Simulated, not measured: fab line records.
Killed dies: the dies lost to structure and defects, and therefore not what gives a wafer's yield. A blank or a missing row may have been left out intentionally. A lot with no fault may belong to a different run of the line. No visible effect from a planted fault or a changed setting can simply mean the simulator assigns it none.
fab line records / flow nand-harc
record lots=5 wafers=15 last-day=32
route steps=1302 shown A_BLC@1126 A_M0@1137
lots with no fault: from the same line, run without faults
start-h: hours from the record's first day to the start of the lot's first wafer shown / wait-h: how many hours have passed since the lot's step before this one / " repeats the value in the row above / L1.1+2: a single row standing in for several wafers / - no value, or no start was given / * or withheld: withheld / < > ~ a bound
route shown NAME@n: NAME is a module with steps in the file, n the number in the route of the first one / usual: the fault-free wafers' mean and standard deviation / same: alike in all rows / chamber/n: place in a boat / sites: the reading at each site / _std_site: their standard deviation / _edge_site: outer sites' mean less inner sites' / radius-mm: for every site, how far away it sits from the centre of the wafer / mask NAME#n: copy n / behind: the tool/chamber that last shaped the wafer / hold: reason for holding the lot/hours on hold/outcome of the hold / device: which transistor (n, p or np) failed to switch / end of line: tests run on the same wafers once the route is complete / for a step that has no rows: nothing shown but its recipe / killed: not the wafer's yield, but the dies lost to structure and defects at the first sort / map: a wafer's dies, marking killed ones x, the rest . and places with no die _
set.NAME: the setting as run; set.NAME@STEP: as run at that earlier step / model.NAME: the simulator's own value behind a step, which no gauge read
lots seen at some steps along the route; tables by step, rows by wafer
services: the hour from which a tool's chamber was out of use, counted from the record's first day as start-h (under 0 if before that day), plus the number of hours and why
## steps
# step NHARC_A_BLC_STRIP_21
# recipe o2-flow-sccm=500 ar-flow-sccm=0 bias-w=0 chemistry=O2
# usual chamber-pressure-mTorr=60.00/0.058 drypump-motor-current-A=5.7/0.41 oes-product-au=1.000/0.0093 rf-vpp-V=57.7/0.97 showerhead-plenum-p-Torr=3.49/0.17 throttle-valve-pct=17.036/0.0084
lot.wafer=L085.4 tool=rie-diel-11 chamber=0 start-h=626.78 wait-h=0.1 chamber-pressure-mTorr=59.92 drypump-motor-current-A=5.7 oes-product-au=1.004 rf-hours-counter-h=1 rf-vpp-V=57.8 showerhead-plenum-p-Torr=3.52 throttle-valve-pct=17.033
lot.wafer=L085.6 tool=rie-diel-11 chamber=1 start-h=626.78 wait-h=0.1 chamber-pressure-mTorr=59.98 drypump-motor-current-A=5.6 oes-product-au=0.990 rf-hours-counter-h=- rf-vpp-V=59.0 showerhead-plenum-p-Torr=3.75 throttle-valve-pct=17.021
lot.wafer=L085.5 tool=rie-diel-11 chamber=2 start-h=626.78 wait-h=0.1 chamber-pressure-mTorr=59.98 drypump-motor-current-A=5.4 oes-product-au=1.007 rf-hours-counter-h=- rf-vpp-V=58.5 showerhead-plenum-p-Torr=3.55 throttle-valve-pct=17.038
lot.wafer=L083.2 tool=rie-diel-11 chamber=0 start-h=632.40 wait-h=0.1 chamber-pressure-mTorr=59.98 drypump-motor-current-A=5.7 oes-product-au=1.011 rf-hours-counter-h=2 rf-vpp-V=57.9 showerhead-plenum-p-Torr=3.52 throttle-valve-pct=17.040
lot.wafer=L083.4 tool=rie-diel-11 chamber=2 start-h=632.40 wait-h=0.1 chamber-pressure-mTorr=59.95 drypump-motor-current-A=5.3 oes-product-au=1.007 rf-hours-counter-h=1 rf-vpp-V=57.8 showerhead-plenum-p-Torr=3.55 throttle-valve-pct=17.040
lot.wafer=L083.6 tool=rie-diel-11 chamber=3 start-h=632.40 wait-h=0.1 chamber-pressure-mTorr=59.99 drypump-motor-current-A=5.8 oes-product-au=0.994 rf-hours-counter-h=- rf-vpp-V=58.5 showerhead-plenum-p-Torr=3.75 throttle-valve-pct=17.042
lot.wafer=L088.2 tool=rie-diel-09 chamber=3 start-h=663.19 wait-h=0.1 chamber-pressure-mTorr=60.11 drypump-motor-current-A=5.0 oes-product-au=1.007 rf-hours-counter-h=56 rf-vpp-V=56.6 showerhead-plenum-p-Torr=3.35 throttle-valve-pct=17.033
lot.wafer=L088.3 tool=rie-diel-09 chamber=0 start-h=663.19 wait-h=0.1 chamber-pressure-mTorr=59.97 drypump-motor-current-A=6.2 oes-product-au=0.993 rf-hours-counter-h=53 rf-vpp-V=58.1 showerhead-plenum-p-Torr=3.71 throttle-valve-pct=17.039
lot.wafer=L088.6 tool=rie-diel-09 chamber=0 start-h=663.19 wait-h=0.1 chamber-pressure-mTorr=60.07 drypump-motor-current-A=6.2 oes-product-au=1.003 rf-hours-counter-h=- rf-vpp-V=57.3 showerhead-plenum-p-Torr=3.71 throttle-valve-pct=17.046
lot.wafer=L087.1 tool=rie-diel-11 chamber=2 start-h=664.65 wait-h=0.1 chamber-pressure-mTorr=60.07 drypump-motor-current-A=5.3 oes-product-au=1.004 rf-hours-counter-h=3 rf-vpp-V=57.7 showerhead-plenum-p-Torr=3.55 throttle-valve-pct=17.034
lot.wafer=L087.2 tool=rie-diel-11 chamber=3 start-h=664.65 wait-h=0.1 chamber-pressure-mTorr=60.03 drypump-motor-current-A=5.8 oes-product-au=0.983 rf-hours-counter-h=3 rf-vpp-V=57.2 showerhead-plenum-p-Torr=3.74 throttle-valve-pct=17.035
lot.wafer=L087.5 tool=rie-diel-11 chamber=2 start-h=664.65 wait-h=0.1 chamber-pressure-mTorr=60.05 drypump-motor-current-A=5.4 oes-product-au=1.000 rf-hours-counter-h=- rf-vpp-V=58.3 showerhead-plenum-p-Torr=3.55 throttle-valve-pct=17.037
lot.wafer=L092.2 tool=rie-diel-09 chamber=1 start-h=716.70 wait-h=0.1 chamber-pressure-mTorr=59.99 drypump-motor-current-A=5.5 oes-product-au=1.008 rf-hours-counter-h=10 rf-vpp-V=57.8 showerhead-plenum-p-Torr=3.52 throttle-valve-pct=17.020
lot.wafer=L092.1 tool=rie-diel-09 chamber=2 start-h=716.70 wait-h=0.1 chamber-pressure-mTorr=59.89 drypump-motor-current-A=6.3 oes-product-au=1.021 rf-hours-counter-h=11 rf-vpp-V=57.8 showerhead-plenum-p-Torr=3.61 throttle-valve-pct=17.032
lot.wafer=L092.3 tool=rie-diel-09 chamber=3 start-h=716.70 wait-h=0.1 chamber-pressure-mTorr=60.05 drypump-motor-current-A=5.0 oes-product-au=1.013 rf-hours-counter-h=13 rf-vpp-V=58.1 showerhead-plenum-p-Torr=3.34 throttle-valve-pct=17.035
# step NHARC_A_BLC_STRIP_22
# recipe time-s=600 temp-c=30 chemistry=post-etch-residue-remover
lot.wafer=L085.4+5+6 tool=wet-bench-06 chamber=6,7,1 start-h=626.92 wait-h=-
lot.wafer=L083.2+4+6 tool=wet-bench-06 chamber=1,5,6 start-h=632.54 wait-h=-
lot.wafer=L088.3+2+6 tool=wet-bench-05 chamber=7,2,4 start-h=663.34 wait-h=-
lot.wafer=L087.1+5+2 tool=wet-bench-07 chamber=2,4,5 start-h=664.81 wait-h=-
lot.wafer=L092.3+1+2 tool=wet-bench-07 chamber=5,0,1 start-h=716.84 wait-h=-
# step NHARC_A_BLC_DEGAS_30
# recipe temp-c=300 time-s=60
# usual heater-power-w=443/37
lot.wafer=L085.4 tool=pvd-sputter-02 chamber=- start-h=627.18 wait-h=- heater-power-w=470
lot.wafer=L085.5 tool=pvd-sputter-02 chamber=- start-h=627.18 wait-h=- heater-power-w=411
lot.wafer=L085.6 tool=pvd-sputter-02 chamber=- start-h=627.18 wait-h=- heater-power-w=471
lot.wafer=L083.4 tool=pvd-sputter-02 chamber=- start-h=632.81 wait-h=- heater-power-w=468
lot.wafer=L083.2 tool=pvd-sputter-02 chamber=- start-h=632.81 wait-h=- heater-power-w=461
lot.wafer=L083.6 tool=pvd-sputter-02 chamber=- start-h=632.81 wait-h=- heater-power-w=467
lot.wafer=L088.3 tool=pvd-sputter-03 chamber=- start-h=663.61 wait-h=- heater-power-w=426
lot.wafer=L088.2 tool=pvd-sputter-03 chamber=- start-h=663.61 wait-h=- heater-power-w=428
lot.wafer=L088.6 tool=pvd-sputter-03 chamber=- start-h=663.61 wait-h=- heater-power-w=496
lot.wafer=L087.2 tool=pvd-sputter-01 chamber=- start-h=665.08 wait-h=- heater-power-w=384
lot.wafer=L087.1 tool=pvd-sputter-01 chamber=- start-h=665.08 wait-h=- heater-power-w=473
lot.wafer=L087.5 tool=pvd-sputter-01 chamber=- start-h=665.08 wait-h=- heater-power-w=467
lot.wafer=L092.2 tool=pvd-sputter-02 chamber=- start-h=717.10 wait-h=- heater-power-w=478
lot.wafer=L092.1 tool=pvd-sputter-02 chamber=- start-h=717.10 wait-h=- heater-power-w=455
lot.wafer=L092.3 tool=pvd-sputter-02 chamber=- start-h=717.10 wait-h=- heater-power-w=478
# step NHARC_A_BLC_PRE_CLEAN_31
# recipe time-s=15 bias-v=250 gas=Ar
lot.wafer=L085.4+6+5 tool=pvd-sputter-02 chamber=- start-h=- wait-h=-
lot.wafer=L083.2+4+6 tool=pvd-sputter-02 chamber=- start-h=- wait-h=-
lot.wafer=L088.2+3+6 tool=pvd-sputter-03 chamber=- start-h=- wait-h=-
lot.wafer=L087.1+2+5 tool=pvd-sputter-01 chamber=- start-h=- wait-h=-
lot.wafer=L092.3+1+2 tool=pvd-sputter-02 chamber=- start-h=- wait-h=-
# step NHARC_A_BLC_PVD_32
# recipe target-thk-a=50 chamber-pressure-pa=5 power-w=5000 substrate-temp-c=200 time-s=17.7 material=Ti
# usual throttle-valve-pct=30.1/1.1
lot.wafer=L085.4 tool=pvd-sputter-02 chamber=- start-h=- wait-h=- throttle-valve-pct=30.7
lot.wafer=L085.6 tool=pvd-sputter-02 chamber=- start-h=- wait-h=- throttle-valve-pct=30.4
lot.wafer=L085.5 tool=pvd-sputter-02 chamber=- start-h=- wait-h=- throttle-valve-pct=30.8
lot.wafer=L083.2 tool=pvd-sputter-02 chamber=- start-h=- wait-h=- throttle-valve-pct=31.2
lot.wafer=L083.4 tool=pvd-sputter-02 chamber=- start-h=- wait-h=- throttle-valve-pct=31.1
lot.wafer=L083.6 tool=pvd-sputter-02 chamber=- start-h=- wait-h=- throttle-valve-pct=31.2
lot.wafer=L088.2 tool=pvd-sputter-03 chamber=- start-h=- wait-h=- throttle-valve-pct=29.8
lot.wafer=L088.3 tool=pvd-sputter-03 chamber=- start-h=- wait-h=- throttle-valve-pct=29.8
lot.wafer=L088.6 tool=pvd-sputter-03 chamber=- start-h=- wait-h=- throttle-valve-pct=30.0
lot.wafer=L087.2 tool=pvd-sputter-01 chamber=- start-h=- wait-h=- throttle-valve-pct=29.6
lot.wafer=L087.1 tool=pvd-sputter-01 chamber=- start-h=- wait-h=- throttle-valve-pct=27.9
lot.wafer=L087.5 tool=pvd-sputter-01 chamber=- start-h=- wait-h=- throttle-valve-pct=28.2
lot.wafer=L092.1 tool=pvd-sputter-02 chamber=- start-h=- wait-h=- throttle-valve-pct=31.4
lot.wafer=L092.2 tool=pvd-sputter-02 chamber=- start-h=- wait-h=- throttle-valve-pct=29.6
lot.wafer=L092.3 tool=pvd-sputter-02 chamber=- start-h=- wait-h=- throttle-valve-pct=29.7
# step NHARC_A_BLC_ALD_23
# recipe target-thk-a=30 pulse-time-s=1 ald-cycles=150 temp-c=450 material=TiN
# usual heater-power-w=1090/140 precursor-pulse-height-rel=0.998/0.02
lot.wafer=L085.4 tool=ald-metal-02 chamber=3 start-h=627.47 wait-h=- heater-power-w=1342 precursor-pulse-height-rel=0.987
lot.wafer=L085.5 tool=ald-metal-02 chamber=0 start-h=627.47 wait-h=- heater-power-w=1091 precursor-pulse-height-rel=0.996
lot.wafer=L085.6 tool=ald-metal-02 chamber=1 start-h=627.47 wait-h=- heater-power-w=900 precursor-pulse-height-rel=0.996
lot.wafer=L083.2 tool=ald-metal-04 chamber=1 start-h=633.07 wait-h=- heater-power-w=955 precursor-pulse-height-rel=0.995
lot.wafer=L083.4 tool=ald-metal-04 chamber=3 start-h=633.07 wait-h=- heater-power-w=1200 precursor-pulse-height-rel=0.999
lot.wafer=L083.6 tool=ald-metal-04 chamber=2 start-h=633.07 wait-h=- heater-power-w=1323 precursor-pulse-height-rel=0.974
lot.wafer=L088.3 tool=ald-metal-04 chamber=1 start-h=663.85 wait-h=- heater-power-w=959 precursor-pulse-height-rel=1.022
lot.wafer=L088.2 tool=ald-metal-04 chamber=0 start-h=663.85 wait-h=- heater-power-w=995 precursor-pulse-height-rel=0.990
lot.wafer=L088.6 tool=ald-metal-04 chamber=2 start-h=663.85 wait-h=- heater-power-w=1289 precursor-pulse-height-rel=0.972
lot.wafer=L087.2 tool=ald-metal-02 chamber=2 start-h=665.34 wait-h=- heater-power-w=892 precursor-pulse-height-rel=1.040
lot.wafer=L087.1 tool=ald-metal-02 chamber=0 start-h=665.34 wait-h=- heater-power-w=1101 precursor-pulse-height-rel=0.987
lot.wafer=L087.5 tool=ald-metal-02 chamber=1 start-h=665.34 wait-h=- heater-power-w=906 precursor-pulse-height-rel=1.016
lot.wafer=L092.2 tool=ald-metal-02 chamber=2 start-h=717.37 wait-h=- heater-power-w=919 precursor-pulse-height-rel=0.978
lot.wafer=L092.1 tool=ald-metal-02 chamber=0 start-h=717.37 wait-h=- heater-power-w=1145 precursor-pulse-height-rel=0.995
lot.wafer=L092.3 tool=ald-metal-02 chamber=1 start-h=717.37 wait-h=- heater-power-w=874 precursor-pulse-height-rel=0.988
# step NHARC_A_BLC_CVD_24
# recipe target-thk-a=1500 temp-c=300 pressure-torr=40 wf6-flow-sccm=40 h2-flow-sccm=1600 ar-flow-sccm=1560 time-s=434 material=W
# usual heater-power-w=449/46 throttle-valve-pct=8.18/0.23
lot.wafer=L085.4 tool=cvd-w-02 chamber=1 start-h=- wait-h=- heater-power-w=524 throttle-valve-pct=8.51
lot.wafer=L085.6 tool=cvd-w-02 chamber=1 start-h=- wait-h=- heater-power-w=540 throttle-valve-pct=7.91
lot.wafer=L085.5 tool=cvd-w-02 chamber=0 start-h=- wait-h=- heater-power-w=420 throttle-valve-pct=8.71
lot.wafer=L083.2 tool=cvd-w-01 chamber=1 start-h=- wait-h=- heater-power-w=419 throttle-valve-pct=8.14
lot.wafer=L083.4 tool=cvd-w-01 chamber=1 start-h=- wait-h=- heater-power-w=421 throttle-valve-pct=8.01
lot.wafer=L083.6 tool=cvd-w-01 chamber=1 start-h=- wait-h=- heater-power-w=415 throttle-valve-pct=7.70
lot.wafer=L088.2 tool=cvd-w-01 chamber=0 start-h=- wait-h=- heater-power-w=438 throttle-valve-pct=8.37
lot.wafer=L088.3 tool=cvd-w-01 chamber=1 start-h=- wait-h=- heater-power-w=431 throttle-valve-pct=8.03
lot.wafer=L088.6 tool=cvd-w-01 chamber=1 start-h=- wait-h=- heater-power-w=412 throttle-valve-pct=8.16
lot.wafer=L087.2 tool=cvd-w-01 chamber=1 start-h=- wait-h=- heater-power-w=413 throttle-valve-pct=7.92
lot.wafer=L087.1 tool=cvd-w-01 chamber=0 start-h=- wait-h=- heater-power-w=436 throttle-valve-pct=8.37
lot.wafer=L087.5 tool=cvd-w-01 chamber=0 start-h=- wait-h=- heater-power-w=436 throttle-valve-pct=8.20
lot.wafer=L092.2 tool=cvd-w-01 chamber=0 start-h=- wait-h=- heater-power-w=438 throttle-valve-pct=8.37
lot.wafer=L092.1 tool=cvd-w-01 chamber=1 start-h=- wait-h=- heater-power-w=420 throttle-valve-pct=7.91
lot.wafer=L092.3 tool=cvd-w-01 chamber=1 start-h=- wait-h=- heater-power-w=418 throttle-valve-pct=7.68
# step NHARC_A_BLC_CMP_25
# recipe t-overpolish-s=30 target-thk-nm=150
# usual motor-current-A=11.5/1.3 overpolish-run-s=29.999/0.0095 slurry-filter-dp-kPa=13.51/0.13 time-to-endpoint-s=30/3.2
lot.wafer=L085.4 tool=cmp-01 chamber=1 start-h=628.14 wait-h=0.3 motor-current-A=12.4 overpolish-run-s=30.010 slurry-filter-dp-kPa=13.46 time-to-endpoint-s=26
lot.wafer=L085.6 tool=cmp-01 chamber=1 start-h=628.14 wait-h=0.3 motor-current-A=12.7 overpolish-run-s=29.997 slurry-filter-dp-kPa=13.52 time-to-endpoint-s=27
lot.wafer=L085.5 tool=cmp-01 chamber=2 start-h=628.14 wait-h=0.3 motor-current-A=12.4 overpolish-run-s=30.005 slurry-filter-dp-kPa=13.43 time-to-endpoint-s=28
lot.wafer=L083.4 tool=cmp-02 chamber=3 start-h=633.82 wait-h=0.3 motor-current-A=10.7 overpolish-run-s=30.009 slurry-filter-dp-kPa=13.67 time-to-endpoint-s=29
lot.wafer=L083.2 tool=cmp-02 chamber=0 start-h=633.82 wait-h=0.3 motor-current-A=9.6 overpolish-run-s=30.013 slurry-filter-dp-kPa=13.66 time-to-endpoint-s=27
lot.wafer=L083.6 tool=cmp-02 chamber=2 start-h=633.82 wait-h=0.3 motor-current-A=10.3 overpolish-run-s=29.998 slurry-filter-dp-kPa=13.71 time-to-endpoint-s=31
lot.wafer=L088.2 tool=cmp-01 chamber=3 start-h=664.58 wait-h=0.5 motor-current-A=9.8 overpolish-run-s=29.994 slurry-filter-dp-kPa=13.51 time-to-endpoint-s=28
lot.wafer=L088.3 tool=cmp-01 chamber=1 start-h=664.58 wait-h=0.5 motor-current-A=12.1 overpolish-run-s=30.004 slurry-filter-dp-kPa=13.63 time-to-endpoint-s=27
lot.wafer=L088.6 tool=cmp-01 chamber=3 start-h=664.58 wait-h=0.5 motor-current-A=9.4 overpolish-run-s=30.007 slurry-filter-dp-kPa=13.74 time-to-endpoint-s=31
lot.wafer=L087.2 tool=cmp-01 chamber=0 start-h=666.11 wait-h=0.5 motor-current-A=12.5 overpolish-run-s=30.019 slurry-filter-dp-kPa=13.49 time-to-endpoint-s=29
lot.wafer=L087.1 tool=cmp-01 chamber=1 start-h=666.11 wait-h=0.5 motor-current-A=12.6 overpolish-run-s=30.002 slurry-filter-dp-kPa=13.61 time-to-endpoint-s=27
lot.wafer=L087.5 tool=cmp-01 chamber=2 start-h=666.11 wait-h=0.5 motor-current-A=12.7 overpolish-run-s=29.996 slurry-filter-dp-kPa=13.49 time-to-endpoint-s=31
lot.wafer=L092.3 tool=cmp-03 chamber=2 start-h=718.17 wait-h=0.3 motor-current-A=12.7 overpolish-run-s=30.005 slurry-filter-dp-kPa=13.37 time-to-endpoint-s=28
lot.wafer=L092.1 tool=cmp-03 chamber=3 start-h=718.17 wait-h=0.3 motor-current-A=11.4 overpolish-run-s=29.985 slurry-filter-dp-kPa=13.66 time-to-endpoint-s=27
lot.wafer=L092.2 tool=cmp-03 chamber=0 start-h=718.17 wait-h=0.3 motor-current-A=11.0 overpolish-run-s=30.005 slurry-filter-dp-kPa=13.43 time-to-endpoint-s=30
# step NHARC_A_BLC_SRD_27
lot.wafer=L085.4+5+6 tool=wet-bench-07 chamber=7,2,3 start-h=628.46 wait-h=0.0
lot.wafer=L083.2+6+4 tool=wet-bench-05 chamber=5,0,1 start-h=634.12 wait-h=0.0
lot.wafer=L088.6+2+3 tool=wet-bench-05 chamber=5,6,1 start-h=664.90 wait-h=0.0
lot.wafer=L087.2+5+1 tool=wet-bench-06 chamber=3,4,5 start-h=666.39 wait-h=0.1
lot.wafer=L092.1+3+2 tool=wet-bench-05 chamber=4,6,1 start-h=718.47 wait-h=0.0
# step NHARC_A_BLC_INSPECT_28
# usual raw-defect-count=515/120
lot.wafer=L085.4 tool=defect-inspect-01 chamber=- start-h=628.55 wait-h=0.1 raw-defect-count=495
lot.wafer=L085.5 tool=defect-inspect-01 chamber=- start-h=628.55 wait-h=0.1 raw-defect-count=431
lot.wafer=L085.6 tool=defect-inspect-01 chamber=- start-h=628.55 wait-h=0.1 raw-defect-count=851
lot.wafer=L083.2 tool=defect-inspect-02 chamber=- start-h=634.20 wait-h=0.1 raw-defect-count=460
lot.wafer=L083.4 tool=defect-inspect-02 chamber=- start-h=634.20 wait-h=0.1 raw-defect-count=402
lot.wafer=L083.6 tool=defect-inspect-02 chamber=- start-h=634.20 wait-h=0.1 raw-defect-count=480
lot.wafer=L088.2 tool=defect-inspect-02 chamber=- start-h=664.99 wait-h=0.1 raw-defect-count=564
lot.wafer=L088.3 tool=defect-inspect-02 chamber=- start-h=664.99 wait-h=0.1 raw-defect-count=347
lot.wafer=L088.6 tool=defect-inspect-02 chamber=- start-h=664.99 wait-h=0.1 raw-defect-count=336
lot.wafer=L087.1 tool=defect-inspect-02 chamber=- start-h=666.46 wait-h=0.1 raw-defect-count=429
lot.wafer=L087.2 tool=defect-inspect-02 chamber=- start-h=666.46 wait-h=0.1 raw-defect-count=375
lot.wafer=L087.5 tool=defect-inspect-02 chamber=- start-h=666.46 wait-h=0.1 raw-defect-count=399
lot.wafer=L092.1 tool=defect-inspect-01 chamber=- start-h=718.55 wait-h=0.1 raw-defect-count=484
lot.wafer=L092.2 tool=defect-inspect-01 chamber=- start-h=718.55 wait-h=0.1 raw-defect-count=382
lot.wafer=L092.3 tool=defect-inspect-01 chamber=- start-h=718.55 wait-h=0.1 raw-defect-count=288
# step NHARC_A_M0_DEP_00
# recipe target-thk-a=1500 target-thk-nm=150 temp-c=withheld pressure-torr=5 flow-sccm=200 rf-w=600 material=SiOC
# usual showerhead-vpp-V=1499/65
lot.wafer=L085.6 tool=pecvd-04 chamber=1 start-h=628.75 wait-h=0.2 showerhead-vpp-V=1564
lot.wafer=L085.5 tool=pecvd-04 chamber=2 start-h=628.75 wait-h=0.2 showerhead-vpp-V=1517
lot.wafer=L085.4 tool=pecvd-04 chamber=0 start-h=628.75 wait-h=0.2 showerhead-vpp-V=1408
lot.wafer=L083.2 tool=pecvd-03 chamber=2 start-h=634.36 wait-h=0.2 showerhead-vpp-V=1441
lot.wafer=L083.6 tool=pecvd-03 chamber=0 start-h=634.36 wait-h=0.2 showerhead-vpp-V=1589
lot.wafer=L083.4 tool=pecvd-03 chamber=2 start-h=634.36 wait-h=0.2 showerhead-vpp-V=1445
lot.wafer=L088.3 tool=pecvd-03 chamber=1 start-h=665.05 wait-h=0.1 showerhead-vpp-V=1477
lot.wafer=L088.2 tool=pecvd-03 chamber=2 start-h=665.05 wait-h=0.1 showerhead-vpp-V=1457
lot.wafer=L088.6 tool=pecvd-03 chamber=0 start-h=665.05 wait-h=0.1 showerhead-vpp-V=1572
lot.wafer=L087.2 tool=pecvd-01 chamber=1 start-h=666.57 wait-h=0.1 showerhead-vpp-V=1548
lot.wafer=L087.1 tool=pecvd-01 chamber=2 start-h=666.57 wait-h=0.1 showerhead-vpp-V=1433
lot.wafer=L087.5 tool=pecvd-01 chamber=2 start-h=666.57 wait-h=0.1 showerhead-vpp-V=1427
lot.wafer=L092.2 tool=pecvd-01 chamber=0 start-h=718.61 wait-h=0.1 showerhead-vpp-V=1503
lot.wafer=L092.1 tool=pecvd-01 chamber=1 start-h=718.61 wait-h=0.1 showerhead-vpp-V=1543
lot.wafer=L092.3 tool=pecvd-01 chamber=2 start-h=718.61 wait-h=0.1 showerhead-vpp-V=1435
# step NHARC_A_M0_DEHYDRATE_01
# recipe temp-c=150 time-s=120
lot.wafer=L085.4+5+6 tool=litho-track-06 chamber=0 start-h=629.02 wait-h=-
lot.wafer=L083.2+4+6 tool=litho-track-04 chamber=0 start-h=634.67 wait-h=-
lot.wafer=L088.2+3+6 tool=litho-track-01 chamber=0 start-h=665.45 wait-h=-
lot.wafer=L087.1+2+5 tool=litho-track-04 chamber=0 start-h=666.93 wait-h=-
lot.wafer=L092.1+2+3 tool=litho-track-04 chamber=0 start-h=719.02 wait-h=-
# step NHARC_A_M0_HMDS_02
# recipe time-s=30
lot.wafer=L085.4+5+6 tool=litho-track-06 chamber=0 start-h=- wait-h=-
lot.wafer=L083.2+4+6 tool=litho-track-04 chamber=0 start-h=- wait-h=-
lot.wafer=L088.2+3+6 tool=litho-track-01 chamber=0 start-h=- wait-h=-
lot.wafer=L087.1+2+5 tool=litho-track-04 chamber=0 start-h=- wait-h=-
lot.wafer=L092.1+2+3 tool=litho-track-04 chamber=0 start-h=- wait-h=-
# step NHARC_A_M0_COAT_33
# recipe temp-c=200 time-s=65
lot.wafer=L085.4+5+6 tool=litho-track-06 chamber=0 start-h=- wait-h=-
lot.wafer=L083.2+4+6 tool=litho-track-04 chamber=0 start-h=- wait-h=-
lot.wafer=L088.2+3+6 tool=litho-track-01 chamber=0 start-h=- wait-h=-
lot.wafer=L087.1+2+5 tool=litho-track-04 chamber=0 start-h=- wait-h=-
lot.wafer=L092.1+2+3 tool=litho-track-04 chamber=0 start-h=- wait-h=-
# step NHARC_A_M0_COAT_03
# recipe spin-rpm=1500 resist-thk-nm=90
# usual dispense-pressure-kPa=53.4/2.8
lot.wafer=L085.4 tool=litho-track-06 chamber=0 start-h=- wait-h=- dispense-pressure-kPa=48.6
lot.wafer=L085.5 tool=litho-track-06 chamber=0 start-h=- wait-h=- dispense-pressure-kPa=48.6
lot.wafer=L085.6 tool=litho-track-06 chamber=0 start-h=- wait-h=- dispense-pressure-kPa=48.5
lot.wafer=L083.2 tool=litho-track-04 chamber=0 start-h=- wait-h=- dispense-pressure-kPa=52.7
lot.wafer=L083.4 tool=litho-track-04 chamber=0 start-h=- wait-h=- dispense-pressure-kPa=52.7
lot.wafer=L083.6 tool=litho-track-04 chamber=0 start-h=- wait-h=- dispense-pressure-kPa=52.7
lot.wafer=L088.2 tool=litho-track-01 chamber=0 start-h=- wait-h=- dispense-pressure-kPa=56.7
lot.wafer=L088.3 tool=litho-track-01 chamber=0 start-h=- wait-h=- dispense-pressure-kPa=56.7
lot.wafer=L088.6 tool=litho-track-01 chamber=0 start-h=- wait-h=- dispense-pressure-kPa=56.7
lot.wafer=L087.1 tool=litho-track-04 chamber=0 start-h=- wait-h=- dispense-pressure-kPa=52.7
lot.wafer=L087.2 tool=litho-track-04 chamber=0 start-h=- wait-h=- dispense-pressure-kPa=52.7
lot.wafer=L087.5 tool=litho-track-04 chamber=0 start-h=- wait-h=- dispense-pressure-kPa=52.7
lot.wafer=L092.1 tool=litho-track-04 chamber=0 start-h=- wait-h=- dispense-pressure-kPa=52.7
lot.wafer=L092.2 tool=litho-track-04 chamber=0 start-h=- wait-h=- dispense-pressure-kPa=52.7
lot.wafer=L092.3 tool=litho-track-04 chamber=0 start-h=- wait-h=- dispense-pressure-kPa=52.7
# step NHARC_A_M0_SOFTBAKE_04
# recipe temp-c=105 time-s=55
lot.wafer=L085.4+5+6 tool=litho-track-06 chamber=0 start-h=- wait-h=-
lot.wafer=L083.2+4+6 tool=litho-track-04 chamber=0 start-h=- wait-h=-
lot.wafer=L088.2+3+6 tool=litho-track-01 chamber=0 start-h=- wait-h=-
lot.wafer=L087.1+2+5 tool=litho-track-04 chamber=0 start-h=- wait-h=-
lot.wafer=L092.1+2+3 tool=litho-track-04 chamber=0 start-h=- wait-h=-
# step NHARC_A_M0_EBR_05
lot.wafer=L085.4+5+6 tool=litho-track-06 chamber=0 start-h=- wait-h=-
lot.wafer=L083.2+4+6 tool=litho-track-04 chamber=0 start-h=- wait-h=-
lot.wafer=L088.2+3+6 tool=litho-track-01 chamber=0 start-h=- wait-h=-
lot.wafer=L087.1+2+5 tool=litho-track-04 chamber=0 start-h=- wait-h=-
lot.wafer=L092.1+2+3 tool=litho-track-04 chamber=0 start-h=- wait-h=-
# step NHARC_A_M0_EXPOSE_06
# recipe na=1.35 target-cd-nm=80 dose-mj=83.25 mask-id=A_M0
lot.wafer=L085.4+5+6 tool=arfi-scanner-02 chamber=0 start-h=629.32 wait-h=- mask=A_M0#0
lot.wafer=L083.2+4+6 tool=arfi-scanner-02 chamber=0 start-h=634.84 wait-h=- mask=A_M0#0
lot.wafer=L088.2+3+6 tool=arfi-scanner-03 chamber=0 start-h=665.75 wait-h=- mask=A_M0#0
lot.wafer=L087.1+2+5 tool=arfi-scanner-02 chamber=0 start-h=667.22 wait-h=- mask=A_M0#0
lot.wafer=L092.1+2+3 tool=arfi-scanner-03 chamber=0 start-h=719.31 wait-h=- mask=A_M0#0
# step NHARC_A_M0_PEB_07
# recipe peb-temp-c=100 peb-time-s=65
lot.wafer=L085.4+5+6 tool=litho-track-04 chamber=0 start-h=629.37 wait-h=0.0
lot.wafer=L083.2+4+6 tool=litho-track-06 chamber=0 start-h=634.90 wait-h=0.1
lot.wafer=L088.2+3+6 tool=litho-track-01 chamber=0 start-h=665.80 wait-h=0.1
lot.wafer=L087.1+2+5 tool=litho-track-01 chamber=0 start-h=667.28 wait-h=0.1
lot.wafer=L092.1+2+3 tool=litho-track-06 chamber=0 start-h=719.37 wait-h=0.1
## services
tool=arfi-scanner-03 chamber=- start-h=602.98 hours=0.4 kind=repair
tool=pvd-sputter-03 chamber=- start-h=608.25 hours=5.0 kind=repair
tool=rie-diel-11 chamber=- start-h=609.50 hours=9.0 kind=pm
tool=ald-metal-02 chamber=- start-h=610.00 hours=10.0 kind=pm
tool=wet-bench-07 chamber=- start-h=612.09 hours=1.2 kind=repair
tool=wet-bench-05 chamber=- start-h=612.80 hours=8.0 kind=pm
tool=cvd-w-01 chamber=- start-h=617.31 hours=1.4 kind=repair
tool=pecvd-01 chamber=- start-h=631.15 hours=0.5 kind=repair
tool=pvd-sputter-03 chamber=- start-h=632.94 hours=1.4 kind=repair
tool=cmp-01 chamber=- start-h=635.40 hours=2.7 kind=repair
tool=pvd-sputter-02 chamber=- start-h=638.00 hours=10.0 kind=pm
tool=ald-metal-04 chamber=- start-h=652.00 hours=10.0 kind=pm
tool=arfi-scanner-02 chamber=- start-h=656.00 hours=4.0 kind=pm
tool=arfi-scanner-03 chamber=- start-h=658.92 hours=0.5 kind=repair
tool=rie-diel-09 chamber=3 start-h=667.84 hours=3.0 kind=repair
tool=cmp-01 chamber=- start-h=675.61 hours=4.0 kind=pm
tool=litho-track-01 chamber=- start-h=680.00 hours=7.0 kind=pm
tool=cmp-01 chamber=- start-h=682.37 hours=0.2 kind=repair
tool=wet-bench-07 chamber=- start-h=688.07 hours=8.0 kind=pm
tool=ald-metal-02 chamber=3 start-h=699.86 hours=29.0 kind=repair
tool=litho-track-06 chamber=- start-h=704.00 hours=7.0 kind=pm
tool=pvd-sputter-03 chamber=- start-h=704.00 hours=10.0 kind=pm
tool=cvd-w-01 chamber=- start-h=705.93 hours=1.0 kind=repair
tool=pvd-sputter-03 chamber=- start-h=714.88 hours=5.2 kind=repair
## key
fault none
